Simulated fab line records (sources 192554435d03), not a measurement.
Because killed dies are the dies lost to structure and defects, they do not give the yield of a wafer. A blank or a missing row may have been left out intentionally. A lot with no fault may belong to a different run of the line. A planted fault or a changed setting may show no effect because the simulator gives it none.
fab line records + flow n5_finfet + part 2 of 2: steps 20 to 27 of 27
[record]
- lots = 5
- wafers = 15
- last_day = 16
route steps=1938 shown BEOL_M15@1799
lots with no fault: from the same line, run without faults
start_h: start of the lot's first displayed wafer, in hours after the record's first day + wait_h: hours since the lot's step before + " same as the row above + L1.1+2: several wafers, shown together as one row + - either no value or no given start + * or withheld: withheld + < > ~ a bound
route shown NAME@n: names a module that has steps shown in the file, with the first one's number in the route + usual: mean and standard deviation over wafers with no fault + same: alike in all rows + chamber/n: place in a boat + sites: the reading at each site + _std_site: how widely they spread, as a standard deviation + _edge_site: the outer-site mean with the inner-site mean subtracted + radius_mm: for every site, how far away it sits from the centre of the wafer + mask NAME#n: copy n + behind: the last tool/chamber to shape the wafer + hold: why the lot was held/for how many hours/how that ended + device: the n, p or np transistor that did not switch + end of line: the tests these same wafers got at the end of their route + a step without rows: its recipe alone + killed: at the first sort, the dies lost to defects and structure; wafer yield is something else + map: the dies of a wafer, with x for killed, . for not killed, _ for no die there
set.NAME: the setting the step ran with; set.NAME@STEP: the setting that earlier step ran with + model.NAME: the simulator's own value behind a step, which no gauge read
lots at some steps of the route; a table a step, a row a wafer
services: from which hour (start_h, from the record's first day; less than 0 if before it) a tool's chamber was out of use, for how many hours, and why
[[steps]]
[step N5_BEOL_M15_SPUTTER_43]
[recipe]
- material = TaN
- target_thk_a = 150
- temp_c = 50
- bias_v = 168.6
- power_w = 15000
- chamber_pressure_pa = 0.12
- time_s = 24.19
[usual]
- bias_v = 168.9/1.5
- cathode_dc_power_W = 15000/2.9
- susceptor_temp_C = 50.00/0.11
- throttle_valve_pct = 29.7/0.91
| lot.wafer | tool           | chamber | start_h | wait_h | bias_v | cathode_dc_power_W | susceptor_temp_C | throttle_valve_pct |
|-----------|----------------|---------|---------|--------|--------|--------------------|------------------|--------------------|
| L080.3    | pvd_sputter-01 | -       | 289.35  | 0.0    | 170.9  | 15004              | 50.04            | 30.1               |
| L080.5    | "              | -       | "       | "      | 169.0  | 15000              | 50.13            | 30.5               |
| L080.6    | "              | -       | "       | "      | 172.2  | 15007              | 49.87            | 28.4               |
| L082.3    | pvd_sputter-02 | -       | 290.39  | 0.0    | 171.9  | 14999              | 49.89            | 31.1               |
| L082.4    | "              | -       | "       | "      | 168.2  | 15002              | 50.01            | 29.2               |
| L082.5    | "              | -       | "       | "      | 168.7  | 14999              | 50.06            | 28.9               |
| L085.2    | pvd_sputter-02 | -       | 314.38  | 0.0    | 168.8  | 15003              | 50.21            | 28.6               |
| L085.4    | "              | -       | "       | "      | 168.6  | 15002              | 49.96            | 30.9               |
| L085.6    | "              | -       | "       | "      | 167.3  | 14997              | 50.06            | 31.2               |
| L088.2    | pvd_sputter-02 | -       | 344.63  | 0.0    | 171.5  | 14998              | 49.83            | 31.3               |
| L088.4    | "              | -       | "       | "      | 170.3  | 15000              | 49.94            | 29.2               |
| L088.5    | "              | -       | "       | "      | 168.3  | 14999              | 49.91            | 31.1               |
| L095.2    | pvd_sputter-01 | -       | 378.47  | 0.0    | 170.3  | 14999              | 50.04            | 30.2               |
| L095.4    | "              | -       | "       | "      | 167.5  | 14996              | 50.04            | 30.8               |
| L095.6    | "              | -       | "       | "      | 167.5  | 15000              | 49.96            | 28.7               |
[step N5_BEOL_M15_SPUTTER_44]
[recipe]
- material = Ta
- target_thk_a = 150
- temp_c = 50
- bias_v = 80
- power_w = 15000
- chamber_pressure_pa = 0.07
- time_s = 24.19
[usual]
- bias_v = 80.0/0.82
- cathode_dc_power_W = 15000/2.8
- susceptor_temp_C = 50.00/0.12
- throttle_valve_pct = 29.7/0.91
| lot.wafer | tool           | chamber | start_h | wait_h | bias_v | cathode_dc_power_W | susceptor_temp_C | throttle_valve_pct |
|-----------|----------------|---------|---------|--------|--------|--------------------|------------------|--------------------|
| L080.3    | pvd_sputter-01 | -       | 289.43  | 0.0    | 79.1   | 14997              | 49.96            | 30.3               |
| L080.5    | "              | -       | "       | "      | 79.4   | 15002              | 49.91            | 30.7               |
| L080.6    | "              | -       | "       | "      | 80.4   | 15005              | 50.02            | 28.7               |
| L082.3    | pvd_sputter-02 | -       | 290.47  | 0.0    | 79.5   | 14998              | 50.02            | 31.0               |
| L082.4    | "              | -       | "       | "      | 79.8   | 14999              | 49.91            | 29.0               |
| L082.5    | "              | -       | "       | "      | 79.7   | 15005              | 50.11            | 29.0               |
| L085.2    | pvd_sputter-02 | -       | 314.46  | 0.0    | 79.4   | 14998              | 50.00            | 28.5               |
| L085.4    | "              | -       | "       | "      | 81.0   | 15001              | 49.96            | 31.2               |
| L085.6    | "              | -       | "       | "      | 79.5   | 15000              | 50.05            | 31.1               |
| L088.2    | pvd_sputter-02 | -       | 344.71  | 0.0    | 78.5   | 14996              | 50.07            | 31.1               |
| L088.4    | "              | -       | "       | "      | 80.1   | 15004              | 49.79            | 29.2               |
| L088.5    | "              | -       | "       | "      | 78.5   | 15003              | 50.01            | 30.9               |
| L095.2    | pvd_sputter-01 | -       | 378.55  | 0.0    | 80.5   | 15000              | 50.07            | 30.0               |
| L095.4    | "              | -       | "       | "      | 79.8   | 14999              | 50.25            | 30.6               |
| L095.6    | "              | -       | "       | "      | 79.9   | 15000              | 50.01            | 28.6               |
[step N5_BEOL_M15_SPUTTER_45]
[recipe]
- material = Cu
- target_thk_a = 1000
- temp_c = -20
- bias_v = 60
- power_w = 26000
- chamber_pressure_pa = 0.13
- time_s = 16.67
[usual]
- bias_v = 60.0/0.58
- cathode_dc_power_W = 26000/4.7
- susceptor_temp_C = -19.99/0.11
- throttle_valve_pct = 29.7/0.9
| lot.wafer | tool           | chamber | start_h | wait_h | bias_v | cathode_dc_power_W | susceptor_temp_C | throttle_valve_pct |
|-----------|----------------|---------|---------|--------|--------|--------------------|------------------|--------------------|
| L080.3    | pvd_sputter-01 | -       | 289.51  | 0.0    | 60.1   | 25994              | -20.17           | 30.3               |
| L080.5    | "              | -       | "       | "      | 60.3   | 26004              | -19.97           | 30.5               |
| L080.6    | "              | -       | "       | "      | 60.4   | 26007              | -20.11           | 28.5               |
| L082.3    | pvd_sputter-02 | -       | 290.55  | 0.0    | 60.1   | 26007              | -20.07           | 31.1               |
| L082.4    | "              | -       | "       | "      | 59.6   | 26000              | -19.91           | 29.1               |
| L082.5    | "              | -       | "       | "      | 59.6   | 25999              | -20.10           | 28.7               |
| L085.2    | pvd_sputter-02 | -       | 314.54  | 0.0    | 60.4   | 26005              | -20.13           | 28.8               |
| L085.4    | "              | -       | "       | "      | 60.6   | 26006              | -19.87           | 30.8               |
| L085.6    | "              | -       | "       | "      | 60.3   | 25993              | -19.92           | 30.8               |
| L088.2    | pvd_sputter-02 | -       | 344.79  | 0.0    | 60.7   | 26000              | -19.88           | 31.3               |
| L088.4    | "              | -       | "       | "      | 59.0   | 26006              | -19.96           | 29.3               |
| L088.5    | "              | -       | "       | "      | 61.1   | 25997              | -19.87           | 31.1               |
| L095.2    | pvd_sputter-01 | -       | 378.63  | 0.0    | 59.1   | 26011              | -19.97           | 30.4               |
| L095.4    | "              | -       | "       | "      | 60.4   | 26009              | -20.15           | 30.7               |
| L095.6    | "              | -       | "       | "      | 60.7   | 25994              | -19.87           | 28.7               |
[step N5_BEOL_M15_ECD_47]
[recipe]
- material = Cu
- target_thk_a = 18600
| lot.wafer  | tool      | chamber | start_h | wait_h |
|------------|-----------|---------|---------|--------|
| L080.3+5+6 | ecd_cu-01 | 1,1,0   | 289.70  | 0.2    |
| L082.3+4+5 | ecd_cu-02 | 1,0,1   | 290.74  | 0.2    |
| L085.2+4+6 | ecd_cu-01 | 1       | 314.65  | 0.1    |
| L088.2+4+5 | ecd_cu-01 | 0,1,1   | 344.91  | 0.1    |
| L095.2+4+6 | ecd_cu-01 | 1,0,0   | 378.75  | 0.1    |
[step N5_BEOL_M15_ANNEAL_48]
[recipe]
- temp_c = 225
- time_s = 90
- ambient = N2
[usual]
- anneal_temp_c = 224.99/0.16
- wafer_temp_C_max = 226.10/0.25
| lot.wafer | tool          | chamber | start_h | wait_h | anneal_temp_c | wafer_temp_C_max |
|-----------|---------------|---------|---------|--------|---------------|------------------|
| L080.3    | rtp_anneal-02 | 0       | 290.64  | 0.9    | 225.05        | 226.36           |
| L080.5    | "             | 0       | "       | "      | 225.01        | 226.12           |
| L080.6    | "             | 0       | "       | "      | 224.92        | 226.04           |
| L082.3    | rtp_anneal-01 | 0       | 291.00  | 0.2    | 225.10        | 226.26           |
| L082.4    | "             | 0       | "       | "      | 225.03        | 226.12           |
| L082.5    | "             | 0       | "       | "      | 225.17        | 226.16           |
| L085.2    | rtp_anneal-02 | 0       | 315.01  | 0.3    | 224.96        | 226.44           |
| L085.4    | "             | 0       | "       | "      | 224.97        | 226.18           |
| L085.6    | "             | 0       | "       | "      | 224.93        | 226.25           |
| L088.2    | rtp_anneal-01 | 0       | 345.20  | 0.2    | 225.29        | 226.29           |
| L088.4    | "             | 0       | "       | "      | 224.86        | 225.90           |
| L088.5    | "             | 0       | "       | "      | 225.10        | 226.12           |
| L095.2    | rtp_anneal-01 | 0       | 379.03  | 0.2    | 225.22        | 226.26           |
| L095.4    | "             | 0       | "       | "      | 224.75        | 226.20           |
| L095.6    | "             | 0       | "       | "      | 225.01        | 226.09           |
[step N5_BEOL_M15_CMP_49]
[recipe]
- stop_on = SiO2
- t_overpolish_s = 4.9
- down_force_psi = 2
- platen_rpm = 80
- clearing_platen_down_force_psi = 2
- clearing_platen_rpm = 80
- post_cmp_clean = cu_alkaline
- target_thk_nm = 850
- clearing_platen_pad_velocity_m_s = 1.5917
- pad_velocity_m_s = 1.5917
[usual]
- barrier_field_endpoint_s = 11.33/0.28
- motor_current_A = 8.7/1.3
- overpolish_run_s = 4.900/0.0089
| lot.wafer | tool   | chamber | start_h | wait_h | barrier_field_endpoint_s | motor_current_A | overpolish_run_s |
|-----------|--------|---------|---------|--------|--------------------------|-----------------|------------------|
| L080.3    | cmp-04 | 1       | 290.86  | 0.2    | 11.26                    | 9.3             | 4.890            |
| L080.6    | "      | 1       | "       | "      | 11.55                    | 9.2             | 4.887            |
| L080.5    | "      | 2       | "       | "      | 11.58                    | 7.9             | 4.903            |
| L082.3    | cmp-03 | 0       | 291.22  | 0.2    | 11.22                    | 7.3             | 4.896            |
| L082.4    | "      | 2       | "       | "      | 11.11                    | 8.4             | 4.901            |
| L082.5    | "      | 0       | "       | "      | 11.44                    | 7.0             | 4.911            |
| L085.2    | cmp-03 | 1       | 315.26  | 0.2    | 11.43                    | 11.0            | 4.915            |
| L085.4    | "      | 3       | "       | "      | 11.21                    | 7.3             | 4.908            |
| L085.6    | "      | 2       | "       | "      | 11.28                    | 8.5             | 4.889            |
| L088.2    | cmp-04 | 0       | 345.45  | 0.2    | 11.27                    | 7.7             | 4.903            |
| L088.4    | "      | 1       | "       | "      | 11.47                    | 9.7             | 4.912            |
| L088.5    | "      | 1       | "       | "      | 11.44                    | 9.6             | 4.897            |
| L095.4    | cmp-02 | 2       | 379.29  | 0.1    | 10.89                    | 7.0             | 4.910            |
| L095.2    | "      | 3       | "       | "      | 11.10                    | 8.7             | 4.901            |
| L095.6    | "      | 3       | "       | "      | 11.23                    | 9.4             | 4.922            |
[step N5_BEOL_M15_THK_MEAS_50]
[recipe]
- thk_meas_gauge = xrf
- reads = Cu_of_BEOL_M15_ECD_47
[usual]
- M15_THK = 843/20
| lot.wafer | tool          | chamber | start_h | wait_h | M15_THK[nm] |
|-----------|---------------|---------|---------|--------|-------------|
| L080.3    | film_metro-01 | -       | 291.15  | -      | 853         |
| L080.5    | "             | -       | "       | "      | 832         |
| L080.6    | "             | -       | "       | "      | 842         |
| L082.3    | film_metro-02 | -       | 291.52  | -      | 857         |
| L082.4    | "             | -       | "       | "      | 885         |
| L082.5    | "             | -       | "       | "      | 853         |
| L085.2    | film_metro-01 | -       | 315.56  | -      | 807         |
| L085.4    | "             | -       | "       | "      | 835         |
| L085.6    | "             | -       | "       | "      | 839         |
| L088.2    | film_metro-01 | -       | 345.74  | -      | 796         |
| L088.4    | "             | -       | "       | "      | 837         |
| L088.5    | "             | -       | "       | "      | 795         |
| L095.2    | film_metro-02 | -       | 379.58  | -      | 855         |
| L095.4    | "             | -       | "       | "      | 834         |
| L095.6    | "             | -       | "       | "      | 844         |
[step N5_BEOL_M15_PRE_CLEAN_52]
[recipe]
- gas = NH3
- time_s = 15
- temp_c = withheld
- rf_power_w = 300
| lot.wafer  | tool     | chamber | start_h | wait_h |
|------------|----------|---------|---------|--------|
| L080.3+5+6 | pecvd-02 | 0,2,0   | 291.20  | 0.0    |
| L082.3+4+5 | pecvd-02 | 0,2,0   | 291.57  | 0.0    |
| L085.2+4+6 | pecvd-01 | 0,0,1   | 315.59  | 0.0    |
| L088.2+4+5 | pecvd-02 | 0,1,1   | 345.78  | 0.0    |
| L095.2+4+6 | pecvd-02 | 2,1,0   | 379.62  | 0.0    |
[[services]]
| tool           | chamber | start_h | hours | kind   |
|----------------|---------|---------|-------|--------|
| rie_diel-06    | 3       | 272.94  | 8.2   | repair |
| krf_scanner-01 | -       | 283.01  | 0.5   | repair |
| rie_diel-05    | 2       | 292.50  | 6.9   | repair |
| pecvd-02       | 2       | 292.67  | 13.2  | repair |
| cmp-04         | -       | 294.47  | 5.7   | pm     |
| cmp-03         | -       | 297.03  | 4.0   | pm     |
| krf_scanner-02 | -       | 319.52  | 1.0   | pm     |
| krf_scanner-02 | -       | 326.89  | 2.3   | repair |
| cmp-03         | -       | 328.25  | 0.4   | repair |
| cmp-04         | -       | 329.56  | 1.9   | repair |
| rie_diel-06    | 3       | 335.24  | 4.3   | repair |
| pvd_sputter-02 | -       | 335.77  | 2.8   | repair |
| pvd_sputter-01 | -       | 342.33  | 3.2   | repair |
| pecvd-02       | 2       | 344.81  | 3.0   | repair |
| rie_diel-06    | 1       | 347.84  | 8.6   | repair |
| krf_scanner-02 | -       | 353.37  | 0.8   | pm     |
| krf_scanner-02 | -       | 358.37  | 1.3   | pm     |
| rie_diel-06    | -       | 358.55  | 0.9   | repair |
| cmp-04         | -       | 358.55  | 0.7   | repair |
| rie_diel-05    | 1       | 359.64  | 5.6   | repair |
| pvd_sputter-02 | -       | 362.69  | 0.6   | repair |
| rie_diel-05    | -       | 365.21  | 1.2   | repair |
| cmp-03         | -       | 367.11  | 5.4   | pm     |
| cmp-03         | -       | 375.54  | 6.6   | repair |
